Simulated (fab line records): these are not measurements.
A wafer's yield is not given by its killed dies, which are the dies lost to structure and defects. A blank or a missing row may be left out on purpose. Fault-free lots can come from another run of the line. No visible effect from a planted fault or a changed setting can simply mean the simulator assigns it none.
fab line records	flow n5Finfet
record lots=7	wafers=21
route steps=1938 shown BEOL_M11@1539 BEOL_M13@1681 BEOL_M14@1722 BEOL_M15@1773 PASSIVATION@1922
startH: the number of hours between the record's first day and the start of the first shown wafer of the lot	waitH: hours elapsed since this lot's preceding step	" as in the row above	L1.1+2: one row covering several wafers at once	- value missing, or start not given	* or withheld: withheld	< > ~ a bound
route shown NAME@n: NAME is a module with steps in the file, n the number in the route of the first one	usual: mean and standard deviation over wafers with no fault	same: alike in all rows	chamber/n: place in a boat	sites: each site's reading	_std_site: their standard deviation	_edge_site: the outer-site mean with the inner-site mean subtracted	radiusMm: for every site, how far away it sits from the centre of the wafer	mask NAME#n: copy n	behind: tool/chamber where the wafer was last shaped	hold: why the lot went on hold/how many hours it stayed there/how the hold came to an end	device: the n, p or np transistor that did not switch	end of line: tests run on the same wafers once the route is complete	step lacking rows: just its recipe	killed: not the wafer's yield, but the dies lost to structure and defects at the first sort	map: a wafer's dies, x killed, . not, _ none there
set.NAME: the setting as run; set.NAME@STEP: as run at that earlier step	model.NAME: the simulator's own value behind a step, which no gauge read
lots where settings were altered on purpose, with a table for each step and a row for each wafer
## steps
# step N5_BEOL_M11_PECVD_70
# recipe material=SiO2	targetThkA=200	tempC=400	precursor=TEOS/O2	pressureTorr=5.5	rfW=450	teosFlowSccm=53.8	gas=O2	flowSccm=3000	timeS=22.7
lot.wafer	tool	chamber	startH	waitH	set.timeS	model.SiO2_of_BEOL_M11_PECVD_70.thkNm
L078.1	pecvd-02	2	258.63	0.0	22.7	19.8
L078.4	"	2	"	"	22.7	19.6
L078.6	"	0	"	"	22.7	19.4
L079.2	pecvd-02	0	259.03	0.0	20.35	17.4
L079.3	"	2	"	"	22.7	19.2
L079.5	"	1	"	"	22.7	20
L089.2	pecvd-02	1	317.55	0.0	22.7	19.4
L089.4+5	"	0,1	"	"	22.7	19.6
L092.2+3	pecvd-02	1,2	325.76	0.0	22.7	19.6
L092.5	"	0	"	"	22.7	20
L093.3+5	pecvd-03	0,1	337.28	0.0	19.9	17.8
L093.6	"	0	"	"	22.7	20.2
L091.1	pecvd-02	0	337.56	0.0	21.78	18.8
L091.3	"	2	"	"	22.7	19.6
L091.4	"	2	"	"	21.78	19.2
L097.2	pecvd-03	0	382.30	0.0	22.7	19.4
L097.3	"	2	"	"	22.7	19.6
L097.4	"	0	"	"	22.7	19.8
# step N5_BEOL_M11_ETCH_66
# recipe chemistry=N2/H2	target=SOC	targetDepthA=1200	overetchA=240	maskMaterial=SiARC	tempC=40	timeS=180	ionEnergyEv=200	pressureMtorr=30	sourceW=840	biasW=150	n2FlowSccm=200	h2FlowSccm=200
lot.wafer	tool	chamber	startH	waitH	set.timeS	model.SiARC_of_BEOL_M11_COAT_64.thkNm
L078.1	rieDiel-01	3	264.07	0.0	190.8	22
L078.4	"	0	"	"	190.8	22.6
L078.6	"	3	"	"	180	22.4
L079.2	rieDiel-01	3	265.64	0.0	155	23.6
L079.3	"	0	"	"	155	23.8
L079.5	"	3	"	"	180	22.4
L089.2	rieDiel-06	3	319.44	0.0	195.9	21.8
L089.4+5	"	2,1	"	"	180	23
L092.2	rieDiel-05	1	329.74	0.0	166.5	22.8
L092.3+5	"	0,1	"	"	180	22.4
L091.1	rieDiel-01	2	340.87	0.0	180	22.6
L091.3+4	"	1,2	"	"	196	21.8
L093.3+5	rieDiel-01	1,2	341.33	0.0	180	22.6
L093.6	"	0	"	"	180	23.2
L097.2+4	rieDiel-05	2,0	385.84	0.0	180	22.6
L097.3	"	1	"	"	180	22.4
# step N5_BEOL_M11_TRENCH_ETCH_37
# recipe chemistry=C4F6/O2	targetDepthA=1488.3	target=SiCOH_lowk	timeS=48	ionEnergyEv=250	pressureMtorr=30	sourceW=345	biasW=185	Ar_flow_sccm=300	C4F6_flow_sccm=10	O2_flow_sccm=10
# usual rfVppV=667/9.8
lot.wafer	tool	chamber	startH	waitH	set.biasW	rfVppV
L078.1	rieDiel-01	3	-	-	185	677
L078.4	"	0	"	"	185	656
L078.6	"	3	"	"	185	678
L079.2	rieDiel-01	3	-	-	185	676
L079.3	"	0	"	"	185	654
L079.5	"	3	"	"	185	677
L089.2	rieDiel-06	3	-	-	185	654
L089.4	"	2	"	"	152.5	557
L089.5	"	1	"	"	185	657
L092.2	rieDiel-05	1	-	-	173.1	646
L092.3	"	0	"	"	185	670
L092.5	"	1	"	"	173.1	645
L091.1	rieDiel-01	2	-	-	185	666
L091.3	"	1	"	"	185	672
L091.4	"	2	"	"	160.8	595
L093.3	rieDiel-01	1	-	-	185	670
L093.5	"	2	"	"	185	664
L093.6	"	0	"	"	185	656
L097.2	rieDiel-05	2	-	-	185	678
L097.3	"	1	"	"	185	679
L097.4	"	0	"	"	185	671
# step N5_BEOL_M11_ETCH_41
# recipe chemistry=CH3F/O2	target=SiCN	targetDepthA=426	taperDeg=2	timeS=86	ionEnergyEv=120	maskMaterial=TiN	pressureMtorr=30	sourceW=395	biasW=75	Ar_flow_sccm=150	CH3F_flow_sccm=30	O2_flow_sccm=20
# step N5_BEOL_M11_STRIP_77
# recipe chemistry=N2/H2	timeS=10	powerW=450	tempC=40	pressureMtorr=20	rfFrequencyHz=6e+07	biasPowerW=7	n2FlowSccm=200	h2FlowSccm=200
# step N5_BEOL_M11_HM_STRIP_39
# recipe chemistry=peroxideTinStrip	material=TiN	targetDepthA=250	tempC=50	timeS=158
lot.wafer	tool	chamber	startH	waitH	set.timeS@BEOL_M11_PECVD_70	model.SiO2_of_BEOL_M11_PECVD_70.thkNm
L078.1	wetBench-05	7	264.51	0.0	22.7	19.6
L078.4	"	0	"	"	22.7	19.4
L078.6	"	3	"	"	22.7	19.2
L079.2	wetBench-06	0	266.08	0.0	20.35	17.4
L079.3	"	2	"	"	22.7	19
L079.5	"	5	"	"	22.7	19.8
L089.2	wetBench-04	7	319.88	0.0	22.7	19.2
L089.4	"	2	"	"	22.7	19.6
L089.5	"	1	"	"	22.7	19.4
L092.2+3	wetBench-05	5,3	330.18	0.0	22.7	19.4
L092.5	"	6	"	"	22.7	19.8
L091.1	wetBench-04	6	341.31	0.0	21.78	18.6
L091.3	"	0	"	"	22.7	19.4
L091.4	"	2	"	"	21.78	19
L093.3+5	wetBench-04	3,2	341.77	0.0	19.9	17.6
L093.6	"	7	"	"	22.7	20
L097.2	wetBench-04	4	386.28	0.0	22.7	19.2
L097.3	"	5	"	"	22.7	19.4
L097.4	"	0	"	"	22.7	19.6
# step N5_BEOL_M13_COAT_66
# recipe resist=SiARC	tempC=220	timeS=60	spinRpm=1500	resistThkNm=110
lot.wafer	tool	chamber	startH	waitH	set.spinRpm	model.SiARC_of_BEOL_M13_COAT_66.thkNm
L078.1	lithoTrack-03	0	-	-	1500	110.4
L078.4+6	"	0	"	"	1383	115
L079.2+3	lithoTrack-03	0	-	-	1392	114
L079.5	"	0	"	"	1500	109.8
L089.2	lithoTrack-03	0	-	-	1458	111
L089.4	"	0	"	"	1458	111.2
L089.5	"	0	"	"	1500	110
L092.2	lithoTrack-02	0	-	-	1500	109.6
L092.3	"	0	"	"	1500	110.2
L092.5	"	0	"	"	1500	109.8
L091.1+4	lithoTrack-03	0	-	-	1500	110.2
L091.3	"	0	"	"	1500	110
L093.3	lithoTrack-02	0	-	-	1575	106.8
L093.5	"	0	"	"	1500	109.8
L093.6	"	0	"	"	1575	107.2
L097.2	lithoTrack-02	0	-	-	1500	110.4
L097.3	"	0	"	"	1500	110
L097.4	"	0	"	"	1500	109.8
# step N5_BEOL_M13_COAT_22
# recipe spinRpm=2888	resistThkNm=300
# step N5_BEOL_M13_EBR_24
# recipe solvent=PGMEA	ebrWidthMm=1.5
# step N5_BEOL_M13_DESCUM_33
# recipe chemistry=O2	timeS=7.9	sourcePowerW=50	biasPowerW=20	pressureMtorr=20	rfFrequencyHz=2.712e+07	tempC=40	o2FlowSccm=225
# step N5_BEOL_M13_ETCH_67
# recipe chemistry=CF4	target=SiARC	targetDepthA=1430	timeS=238.3	ionEnergyEv=80	pressureMtorr=40	sourceW=545	biasW=36	Ar_flow_sccm=100	cf4FlowSccm=100	ends=cleared
lot.wafer	tool	chamber	startH	waitH	set.spinRpm@BEOL_M13_COAT_66	model.etch.depthNm	model.coat_of_BEOL_M13_COAT_22.thkNm
L078.1	rieDiel-01	3	277.30	0.0	1500	110.4	210.4
L078.4	"	2	"	"	1383	115.1	207.4
L078.6	"	1	"	"	1383	115	206.6
L079.2	rieDiel-05	2	277.99	0.0	1392	114.1	206.8
L079.3	"	0	"	"	1392	114	207.2
L079.5	"	2	"	"	1500	109.8	210
L089.2	rieDiel-05	3	332.57	0.0	1458	111.1	211.4
L089.4	"	0	"	"	1458	111.3	212.2
L089.5	"	0	"	"	1500	110	212
L092.2	rieDiel-05	0	342.09	0.0	1500	109.7	212.8
L092.3	"	2	"	"	1500	110.2	211.2
L092.5	"	3	"	"	1500	109.8	211.6
L091.1	rieDiel-06	2	349.76	0.0	1500	110.2	211.8
L091.3	"	3	"	"	1500	110.1	212.4
L091.4	"	1	"	"	1500	110.3	210.8
L093.3	rieDiel-05	1	351.98	0.0	1575	106.8	213.6
L093.5	"	2	"	"	1500	109.7	211.2
L093.6	"	3	"	"	1575	107.1	214
L097.2	rieDiel-06	1	396.97	0.0	1500	110.4	211
L097.3	"	0	"	"	1500	109.9	211.6
L097.4	"	1	"	"	1500	109.9	211.4
# step N5_BEOL_M13_ETCH_68
# recipe chemistry=N2/H2	target=SOC	maskMaterial=SiARC	sourceW=3000	biasW=350	tempC=40	timeS=355	ionEnergyEv=200	pressureMtorr=30	n2FlowSccm=200	h2FlowSccm=200
lot.wafer	tool	chamber	startH	waitH	set.spinRpm@BEOL_M13_COAT_66	model.SiARC_of_BEOL_M13_COAT_66.thkNm
L078.1	rieDiel-01	3	277.45	0.1	1500	77.8
L078.4	"	2	"	"	1383	82.4
L078.6	"	1	"	"	1383	81.2
L079.2	rieDiel-05	2	278.14	0.1	1392	82
L079.3	"	0	"	"	1392	81.6
L079.5	"	2	"	"	1500	77.4
L089.2	rieDiel-05	3	332.72	0.1	1458	77.2
L089.4	"	0	"	"	1458	78
L089.5	"	0	"	"	1500	76.8
L092.2	rieDiel-05	0	342.24	0.1	1500	76.6
L092.3	"	2	"	"	1500	77.2
L092.5	"	3	"	"	1500	75.6
L091.1	rieDiel-06	2	349.90	0.1	1500	77.6
L091.3	"	3	"	"	1500	77.2
L091.4	"	1	"	"	1500	78
L093.3	rieDiel-05	1	352.13	0.1	1575	74.6
L093.5	"	2	"	"	1500	77.8
L093.6	"	3	"	"	1575	73.4
L097.2	rieDiel-06	1	397.12	0.1	1500	78
L097.3	"	0	"	"	1500	77.6
L097.4	"	1	"	"	1500	77.8
# step N5_BEOL_M14_EXPOSE_07
# recipe maskId=V13	na=0.8	sourceShape=annular	sigmaInner=0.5	sigmaOuter=0.8	polarization=unpolarized	attpsmPhaseDeg=180	doseMj=57
lot.wafer	tool	chamber	startH	waitH	mask	set.doseMj
L078.1+6	krfScanner-01	0	280.53	-	V13#0	58.85
L078.4	"	0	"	"	V13#0	57
L079.2+5	krfScanner-02	0	280.75	-	V13#0	58.75
L079.3	"	0	"	"	V13#0	57
L089.2+5	krfScanner-02	0	336.65	-	V13#0	57
L089.4	"	0	"	"	V13#0	55.71
L092.2+5	krfScanner-02	0	345.68	-	V13#0	57
L092.3	"	0	"	"	V13#0	53.93
L091.1+3+4	krfScanner-01	0	354.05	-	V13#0	58.14
L093.3	krfScanner-02	0	357.90	-	V13#0	57
L093.5+6	"	0	"	"	V13#0	59.58
L097.2+3+4	krfScanner-02	0	402.53	-	V13#0	57
# step N5_BEOL_M14_PEB_08
# recipe pebTempC=130	pebTimeS=90
# step N5_BEOL_M14_DEVELOP_09
# recipe developTimeS=45	rinseLiquid=diw	dry=airSpin	devTempC=21
# step N5_BEOL_M14_HARDBAKE_14
# recipe tempC=130	timeS=120
# step N5_BEOL_M14_CD_MEAS_10
# recipe targetCdNm=250	landingEnergyEv=500	detector=seInlens	polarity=opening
# usual cdNm=249.0/1.5
lot.wafer	tool	chamber	startH	waitH	set.doseMj@BEOL_M14_EXPOSE_07	cdNm
L078.1	cdSem-03	0	280.70	-	58.85	254.3
L078.4	"	0	"	"	57	248.4
L078.6	"	0	"	"	58.85	252.6
L079.2	cdSem-03	0	280.92	-	58.75	254.8
L079.3	"	0	"	"	57	247.2
L079.5	"	0	"	"	58.75	254.8
L089.2	cdSem-02	0	336.82	-	57	247.2
L089.4	"	0	"	"	55.71	242.7
L089.5	"	0	"	"	57	249.0
L092.2	cdSem-01	0	345.85	-	57	246.7
L092.3	"	0	"	"	53.93	240.9
L092.5	"	0	"	"	57	249.4
L091.1	cdSem-01	0	354.23	-	58.14	250.4
L091.3	"	0	"	"	58.14	249.8
L091.4	"	0	"	"	58.14	253.3
L093.3	cdSem-01	0	358.06	-	57	249.5
L093.5	"	0	"	"	59.58	255.5
L093.6	"	0	"	"	59.58	254.8
L097.2	cdSem-01	0	402.70	-	57	250.5
L097.3	"	0	"	"	57	247.3
L097.4	"	0	"	"	57	248.1
# step N5_BEOL_M14_DEP_53
# recipe material=SiCN	targetThkA=500	tempC=withheld	precursor=3MS/NH3	pressureTorr=3	rfW=675	timeS=17.8
lot.wafer	tool	chamber	startH	waitH	set.timeS	model.SiCN_of_BEOL_M14_DEP_53.thkNm
L078.1	pecvd-02	1	287.25	0.0	19.54	54.6
L078.4	"	0	"	"	19.54	55.8
L078.6	"	2	"	"	17.8	50.2
L079.2	pecvd-01	2	287.36	0.0	15.67	43
L079.3	"	0	"	"	15.67	43.8
L079.5	"	2	"	"	17.8	50
L089.2	pecvd-03	2	342.65	0.0	17.8	49.2
L089.4	"	1	"	"	17.8	50
L089.5	"	0	"	"	19.97	57.2
L092.2	pecvd-03	0	349.97	0.0	17.8	50.2
L092.3	"	1	"	"	17.8	49.4
L092.5	"	0	"	"	15.5	44.8
L091.1	pecvd-02	2	357.81	0.0	17.8	50
L091.3	"	1	"	"	17.8	49.4
L091.4	"	0	"	"	15.29	43.6
L093.3	pecvd-03	0	363.10	0.0	17.8	50.4
L093.5	"	2	"	"	17.8	49.4
L093.6	"	0	"	"	20.32	57
L097.2+4	pecvd-01	0	411.20	0.0	17.8	49.8
L097.3	"	2	"	"	17.8	49
# step N5_BEOL_M15_ILD_DEP_00
# recipe material=SiO2	targetThkA=16293	tempC=400	precursor=TEOS/O2	pressureTorr=6.5	rfW=900	teosFlowSccm=161.4	gas=O2	flowSccm=2650	timeS=346.1
lot.wafer	tool	chamber	startH	waitH	set.tempC	model.SiO2_of_BEOL_M15_ILD_DEP_00.thkNm
L078.1	pecvd-04	1	287.38	0.0	400	1641
L078.4	"	2	"	"	400	1646
L078.6	"	0	"	"	400	1649
L079.2	pecvd-03	2	287.49	0.0	400	1598
L079.3	"	1	"	"	400	1596
L079.5	"	2	"	"	400	1624
L089.2	pecvd-02	2	342.78	0.0	400	1592
L089.4	"	0	"	"	397.1	1683
L089.5	"	1	"	"	400	1622
L092.2	pecvd-04	2	350.10	0.0	400	1628
L092.3	"	0	"	"	400	1637
L092.5	"	0	"	"	400	1624
L091.1	pecvd-04	2	357.94	0.0	400	1628
L091.3	"	2	"	"	406.5	1569
L091.4	"	0	"	"	400	1644
L093.3	pecvd-03	1	363.23	0.0	400	1602
L093.5	"	1	"	"	400	1627
L093.6	"	0	"	"	392	1710
L097.2	pecvd-03	1	411.33	0.0	400	1610
L097.3	"	0	"	"	400	1605
L097.4	"	2	"	"	400	1624
# step N5_BEOL_M15_THK_MEAS_01
# recipe reads=SiO2_of_BEOL_M15_ILD_DEP_00
# usual M15_ILD_THK=1621/24
lot.wafer	tool	chamber	startH	waitH	set.tempC@BEOL_M15_ILD_DEP_00	M15_ILD_THK[nm]
L078.1	filmMetro-01	-	287.63	0.1	400	1642
L078.4	"	-	"	"	400	1646
L078.6	"	-	"	"	400	1650
L079.2	filmMetro-02	-	287.74	0.1	400	1598
L079.3	"	-	"	"	400	1595
L079.5	"	-	"	"	400	1625
L089.2	filmMetro-01	-	343.03	0.1	400	1592
L089.4	"	-	"	"	397.1	1683
L089.5	"	-	"	"	400	1623
L092.2	filmMetro-02	-	350.46	0.3	400	1628
L092.3	"	-	"	"	400	1638
L092.5	"	-	"	"	400	1623
L091.1	filmMetro-01	-	358.29	0.2	400	1628
L091.3	"	-	"	"	406.5	1569
L091.4	"	-	"	"	400	1643
L093.3	filmMetro-01	-	363.49	0.1	400	1602
L093.5	"	-	"	"	400	1626
L093.6	"	-	"	"	392	1710
L097.2	filmMetro-02	-	411.58	0.1	400	1610
L097.3	"	-	"	"	400	1605
L097.4	"	-	"	"	400	1621
# step N5_BEOL_M15_COAT_58
# recipe resist=BARC	tempC=205	timeS=60	spinRpm=1500	resistThkNm=89
# step N5_BEOL_M15_COAT_04
# recipe spinRpm=1704	resistThkNm=800
# step N5_BEOL_M15_DESCUM_15
# recipe chemistry=O2	timeS=7.9	sourcePowerW=50	biasPowerW=20	pressureMtorr=20	rfFrequencyHz=2.712e+07	tempC=40	o2FlowSccm=225
# step N5_BEOL_M15_ETCH_59
# recipe chemistry=N2/H2	target=BARC	targetDepthA=890	overetchA=267	timeS=67.9	ionEnergyEv=200	pressureMtorr=30	sourceW=840	biasW=150	n2FlowSccm=200	h2FlowSccm=200
# step N5_BEOL_M15_VIA_ETCH_16
# recipe chemistry=C4F8/O2/Ar	target=SiO2	heInnerTorr=15	heOuterTorr=30	targetDepthA=17922	timeS=withheld	ionEnergyEv=800	pressureMtorr=20	sourceW=1905	biasW=2040	Ar_flow_sccm=400	C4F8_flow_sccm=16	O2_flow_sccm=12	ends=cleared
lot.wafer	tool	chamber	startH	waitH	set.tempC@BEOL_M15_ILD_DEP_00	model.etch.depthNm
L078.1	rieDiel-06	0	288.11	0.0	400	1641
L078.4	"	1	"	"	400	1646
L078.6	"	0	"	"	400	1649
L079.2	rieDiel-01	2	288.35	0.0	400	1598
L079.3	"	1	"	"	400	1596
L079.5	"	3	"	"	400	1624
L089.2	rieDiel-05	1	344.05	0.0	400	1592
L089.4	"	2	"	"	397.1	1683
L089.5	"	2	"	"	400	1622
L092.2	rieDiel-06	0	351.06	0.0	400	1628
L092.3	"	1	"	"	400	1637
L092.5	"	0	"	"	400	1624
L091.1	rieDiel-05	0	358.90	0.0	400	1628
L091.3	"	1	"	"	406.5	1569
L091.4	"	3	"	"	400	1644
L093.3	rieDiel-05	2	363.96	0.0	400	1602
L093.5	"	0	"	"	400	1627
L093.6	"	3	"	"	392	1710
L097.2	rieDiel-01	3	412.34	0.0	400	1610
L097.3	"	2	"	"	400	1605
L097.4	"	1	"	"	400	1624
# step N5_BEOL_M15_STRIP_63
# recipe chemistry=O2	powerW=600	tempC=60	pressureMtorr=30	rfFrequencyHz=6e+07	biasPowerW=0	overashFraction=0.3	o2FlowSccm=225
# step N5_BEOL_M15_STRIP_64
# recipe chemistry=O2	powerW=600	tempC=60	pressureMtorr=30	rfFrequencyHz=6e+07	biasPowerW=0	overashFraction=0.3	o2FlowSccm=225
# step N5_BEOL_M15_STRIP_62
# recipe chemistry=O2	powerW=600	tempC=60	pressureMtorr=30	rfFrequencyHz=6e+07	biasPowerW=0	overashFraction=0.3	o2FlowSccm=225
# step N5_BEOL_M15_STRIP_37
# recipe chemistry=O2	powerW=600	tempC=60	pressureMtorr=30	rfFrequencyHz=6e+07	biasPowerW=0	overashFraction=0.3	o2FlowSccm=225
# step N5_BEOL_M15_ETCH_38
# recipe chemistry=CF4/N2	target=SiCN	targetDepthA=1064	taperDeg=2	timeS=120.5	ionEnergyEv=150	maskMaterial=SiO2	pressureMtorr=40	sourceW=430	biasW=70	Ar_flow_sccm=100	cf4FlowSccm=60	n2FlowSccm=60
lot.wafer	tool	chamber	startH	waitH	set.tempC@BEOL_M15_ILD_DEP_00	model.SiO2_of_BEOL_M15_ILD_DEP_00.thkNm
L078.1	rieDiel-01	1	-	-	400	1575
L078.4	"	3	"	"	400	1581
L078.6	"	3	"	"	400	1584
L079.2	rieDiel-05	0	-	-	400	1532
L079.3	"	2	"	"	400	1530
L079.5	"	1	"	"	400	1557
L089.2	rieDiel-05	0	-	-	400	1528
L089.4	"	1	"	"	397.1	1616
L089.5	"	3	"	"	400	1556
L092.2	rieDiel-06	0	-	-	400	1567
L092.3	"	3	"	"	400	1572
L092.5	"	2	"	"	400	1561
L091.1	rieDiel-01	2	-	-	400	1564
L091.3	"	0	"	"	406.5	1507
L091.4	"	3	"	"	400	1578
L093.3	rieDiel-05	1	-	-	400	1537
L093.5	"	0	"	"	400	1563
L093.6	"	3	"	"	392	1644
L097.2	rieDiel-06	2	-	-	400	1546
L097.3	"	1	"	"	400	1544
L097.4	"	3	"	"	400	1558
# step N5_PASSIVATION_PEB_42
# recipe pebTempC=withheld	pebTimeS=*
lot.wafer	tool	chamber	startH	waitH	set.pebTimeS
L078.1+4	lithoTrack-03	0	304.07	0.1	*
L078.6	"	0	"	"	*
L079.2+3	lithoTrack-04	0	304.28	0.0	*
L079.5	"	0	"	"	*
L089.2+4+5	lithoTrack-04	0	359.43	0.0	*
L092.2+3+5	lithoTrack-04	0	371.91	0.0	*
L091.1+3+4	lithoTrack-04	0	372.61	0.1	*
L093.3	lithoTrack-03	0	378.65	0.0	*
L093.5+6	"	0	"	"	*
L097.2+3+4	lithoTrack-05	0	430.91	0.0	*
# step N5_PASSIVATION_DEVELOP_43
# recipe developTimeS=60	rinseLiquid=diw	dry=airSpin	devTempC=21
# step N5_PASSIVATION_HARDBAKE_45
# recipe tempC=130	timeS=120
# step N5_PASSIVATION_CD_MEAS_44
# recipe targetCdNm=40000	landingEnergyEv=500	detector=seInlens
# usual cdNm=39997/4
lot.wafer	tool	chamber	startH	waitH	set.pebTimeS@PASSIVATION_PEB_42	cdNm
L078.1	cdSem-03	0	304.19	-	*	40008
L078.4	"	0	"	"	*	40003
L078.6	"	0	"	"	*	39996
L079.2	cdSem-03	0	304.40	-	*	39997
L079.3	"	0	"	"	*	39993
L079.5	"	0	"	"	*	40010
L089.2	cdSem-01	0	359.55	-	*	39993
L089.4	"	0	"	"	*	39989
L089.5	"	0	"	"	*	39993
L092.2	cdSem-02	0	372.03	-	*	39996
L092.3	"	0	"	"	*	39991
L092.5	"	0	"	"	*	39991
L091.1	cdSem-03	0	372.73	-	*	39994
L091.3	"	0	"	"	*	40001
L091.4	"	0	"	"	*	39995
L093.3	cdSem-02	0	378.77	-	*	39981
L093.5	"	0	"	"	*	39999
L093.6	"	0	"	"	*	39998
L097.2	cdSem-02	0	431.03	-	*	40002
L097.3	"	0	"	"	*	39998
L097.4	"	0	"	"	*	39996
## key
split step=N5_BEOL_M11_PECVD_70	setting=timeS	stated=22.7	by=wafer
response step=N5_BEOL_M11_PECVD_70	reading=model.SiO2_of_BEOL_M11_PECVD_70.thkNm	change=+0.199	per=1%	r=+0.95
response step=N5_BEOL_M11_HM_STRIP_39	reading=model.SiO2_of_BEOL_M11_PECVD_70.thkNm	change=+0.191	per=1%	r=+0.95
split step=N5_BEOL_M11_ETCH_66	setting=timeS	stated=180	by=wafer
response step=N5_BEOL_M11_ETCH_66	reading=model.SiARC_of_BEOL_M11_COAT_64.thkNm	change=-0.089	per=1%	r=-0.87
split step=N5_BEOL_M11_TRENCH_ETCH_37	setting=biasW	stated=185	by=wafer
response step=N5_BEOL_M11_TRENCH_ETCH_37	reading=rfVppV	change=+5.48	per=1%	r=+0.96
split step=N5_BEOL_M13_COAT_66	setting=spinRpm	stated=1500	by=wafer
response step=N5_BEOL_M13_COAT_66	reading=model.SiARC_of_BEOL_M13_COAT_66.thkNm	change=-0.572	per=1%	r=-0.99
response step=N5_BEOL_M13_ETCH_67	reading=model.etch.depthNm	change=-0.577	per=1%	r=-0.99
response step=N5_BEOL_M13_ETCH_67	reading=model.coat_of_BEOL_M13_COAT_22.thkNm	change=+0.424	per=1%	r=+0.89
response step=N5_BEOL_M13_ETCH_68	reading=model.SiARC_of_BEOL_M13_COAT_66.thkNm	change=-0.578	per=1%	r=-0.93
split step=N5_BEOL_M14_EXPOSE_07	setting=doseMj	stated=57	by=wafer
response step=N5_BEOL_M14_CD_MEAS_10	reading=cdNm	change=+1.55	per=1%	r=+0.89
split step=N5_BEOL_M14_DEP_53	setting=timeS	stated=17.8	by=wafer
response step=N5_BEOL_M14_DEP_53	reading=model.SiCN_of_BEOL_M14_DEP_53.thkNm	change=+0.495	per=1%	r=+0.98
split step=N5_BEOL_M15_ILD_DEP_00	setting=tempC	stated=400	by=wafer
response step=N5_BEOL_M15_ILD_DEP_00	reading=model.SiO2_of_BEOL_M15_ILD_DEP_00.thkNm	change=-49.5	per=1%	r=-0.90
response step=N5_BEOL_M15_THK_MEAS_01	reading=M15_ILD_THK	change=-49.5	per=1%	r=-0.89
response step=N5_BEOL_M15_VIA_ETCH_16	reading=model.etch.depthNm	change=-49.5	per=1%	r=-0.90
response step=N5_BEOL_M15_ETCH_38	reading=model.SiO2_of_BEOL_M15_ILD_DEP_00.thkNm	change=-48.4	per=1%	r=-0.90
split step=N5_PASSIVATION_PEB_42	setting=pebTimeS	stated=*	by=wafer
response step=N5_PASSIVATION_CD_MEAS_44	reading=cdNm	change=+0.842	per=1%	r=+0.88
